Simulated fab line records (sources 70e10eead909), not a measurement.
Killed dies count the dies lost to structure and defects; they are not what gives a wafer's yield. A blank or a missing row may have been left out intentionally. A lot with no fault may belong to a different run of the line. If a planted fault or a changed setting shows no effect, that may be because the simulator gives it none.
Chamber matching    flow nand-harc    NHARC_P_M1_DEP_33 on pecvd-01 has 3 sister chambers
The step deposits SiCN, target thk 30 nm. 3 wafers are shown with their chamber, then 9 later ones without.

== WAFERS PAIRED WITH THEIR CHAMBERS ==
wafer   chamber  heater-power-w (W)
L088.2  1        557
L088.3  2        682
L088.5  0        622

== WAFERS WITHOUT THEIR CHAMBER ==
wafer   heater-power-w (W)
L090.3  586
L090.5  624
L090.6  597
L091.1  566
L091.3  624
L091.4  631
L096.1  505
L096.3  721
L096.4  744

== CHAMBER TAKEN BY EACH ==
wafer   from the rows above           in truth
L090.3  can't be placed: 1 or 0       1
L090.5  can't be placed: 0 or 2 or 1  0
L090.6  can't be placed: 0 or 1 or 2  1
L091.1  can't be placed: 1 or 0       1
L091.3  can't be placed: 0 or 2 or 1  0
L091.4  can't be placed: 0 or 2 or 1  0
L096.1  can't be placed: 1 or 0       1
L096.3  can't be placed: 2 or 0       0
L096.4  can't be placed: 2 or 0       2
Correctly placed: 0 of 9. Can't be placed from these rows: 9 (the true chamber is among the candidates in 9). Number placed wrongly: 0.
How it was worked out, from the rows above alone: a wafer's distance from a chamber is the root of the sum, over the readings, of the square of ((its reading less the chamber's mean) divided by the reading's scatter). If the next closest chamber is less than 2 further off than the closest, the wafer can't be placed; otherwise it belongs to the closest. For every chamber, the mean is computed from those of its wafers that are shown. The scatter: with one shown wafer a chamber, the root of the mean of the squares of how far each hidden wafer lies from its nearest shown one.
